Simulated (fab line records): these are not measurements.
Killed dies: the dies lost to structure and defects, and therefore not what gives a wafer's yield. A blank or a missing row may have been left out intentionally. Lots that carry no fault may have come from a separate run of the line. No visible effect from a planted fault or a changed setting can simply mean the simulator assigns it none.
Struck lot and sound lot, side by side / flow n5_finfet / 18 out of 1938 route steps
Sound: these wafers, L854.1, L854.3, L854.5. Struck: wafers L864.3, L864.5 (left out: L864.1, a lot-mate that was not struck); the cause follows at the end.
Each step with rows lists, per side, the tool, then ch with its chambers, then its first start. Under that, the readings that differ: sound wafers / struck wafers / difference of the means / sigmas: that difference in standard deviations of wafers without a fault.
alike: readings whose means differ by less than 2 such deviations, and words and numbers that are the same on both sides. not compared: withheld readings, readings that some wafer has no value for, bounds like >300 that may hide the same value, and numbers for which the record gives no deviation and whose values overlap.
Wherever a step has rows on one side only, a row that says differs or no value, or a row with sigmas, the two part there. Numbers that have no deviation but don't overlap get no sigmas and don't part them. Lack of a reading on every wafer of one side parts them only where that side has two or more wafers.

first, 5 steps without rows for these wafers: N5_BEOL_M3_ANNEAL_82 (time 240 s); N5_BEOL_M3_SPUTTER_86 (material Cu, target thk 4.5 nm, time 8.29 s); N5_BEOL_M3_ANNEAL_87 (time 240 s); N5_BEOL_M3_SPUTTER_88 (material Cu, target thk 4.5 nm, time 8.29 s); N5_BEOL_M3_ANNEAL_89 (time 240 s).
N5_BEOL_M3_SPUTTER_90: material Cu, target thk 4.5 nm, time 8.29 s.
  sound on pvd_sputter-01, day 9 06:26; struck on pvd_sputter-03, day 12 00:56
  alike: throttle_valve_pct
then, 2 steps without rows for these wafers: N5_BEOL_M3_ANNEAL_91 (time 240 s); N5_BEOL_M3_SPUTTER_92 (material Cu, target thk 4.5 nm, time 8.29 s).
N5_BEOL_M3_ANNEAL_93: time 240 s.
  sound on pvd_sputter-01, day 9 06:44; struck on pvd_sputter-03, day 12 01:14
  alike: heater_power_w
N5_BEOL_M3_SPUTTER_94: material Cu, target thk 4.5 nm, time 8.29 s.
  sound on pvd_sputter-01, day 9 06:53; struck on pvd_sputter-03, day 12 01:23
  alike: throttle_valve_pct
then, 1 step without rows for these wafers: N5_BEOL_M3_ANNEAL_95 (time 240 s).
N5_BEOL_M3_SPUTTER_96: material Cu, target thk 4.5 nm, time 8.29 s.
  sound on pvd_sputter-01, day 9 07:06; struck on pvd_sputter-03, day 12 01:36
  alike: throttle_valve_pct
N5_BEOL_M3_ECD_50: material Cu, target thk 300 nm.
  sound on ecd_cu-01 ch 0,1, day 9 07:13; struck on ecd_cu-01 ch 0, day 12 01:43
reading=model.Cu_of_BEOL_M3_ECD_50.thk_nm (nm); sound=304 301.8 300.2; struck=588.2 584; difference=+284.1; sigmas=
N5_BEOL_M3_ANNEAL_51: time 90 s.
  sound on rtp_anneal-01 ch 0, day 9 07:18; struck on rtp_anneal-02 ch 0, day 12 01:47
  alike: anneal_temp_c, wafer_temp_C_max
N5_BEOL_M3_CMP_52: polishes, stops on SiOC, t overpolish 6.8 s, target thk 40 nm.
  sound on cmp-04 ch 1,3, day 9 07:37; struck on cmp-01 ch 0,2, day 12 02:05
reading=time_to_endpoint_s (s); sound=62.1 62.0 59.9; struck=115.3 121.4; difference=+57.0; sigmas=+22
  alike: motor_current_A
N5_BEOL_M3_THK_MEAS_53: measures by xrf.
  sound on film_metro-02, day 9 07:54; struck on film_metro-02, day 12 02:23
  alike: M3_THK
N5_BEOL_M4_RC_MEAS_101:
  sound on prober-02 ch 0, day 9 15:53; struck on prober-01 ch 0, day 12 11:43
reading=ION_P (uA/um); sound=455 473 468; struck=449 445; difference=-18; sigmas=-2
  alike: DIBL_N, DIBL_P, IOFF_N, IOFF_P, ION_N, SS_N, SS_P, VT_N, VT_P
N5_PASSIVATION_PROBE_49:
  the record holds rows for the sound wafers here (prober-01, day 14 02:12) but none for the struck ones

== WHERE THEY PART ==
First at N5_BEOL_M3_CMP_52; last, within this record, at N5_PASSIVATION_PROBE_49.

WHY: what the simulator had put in
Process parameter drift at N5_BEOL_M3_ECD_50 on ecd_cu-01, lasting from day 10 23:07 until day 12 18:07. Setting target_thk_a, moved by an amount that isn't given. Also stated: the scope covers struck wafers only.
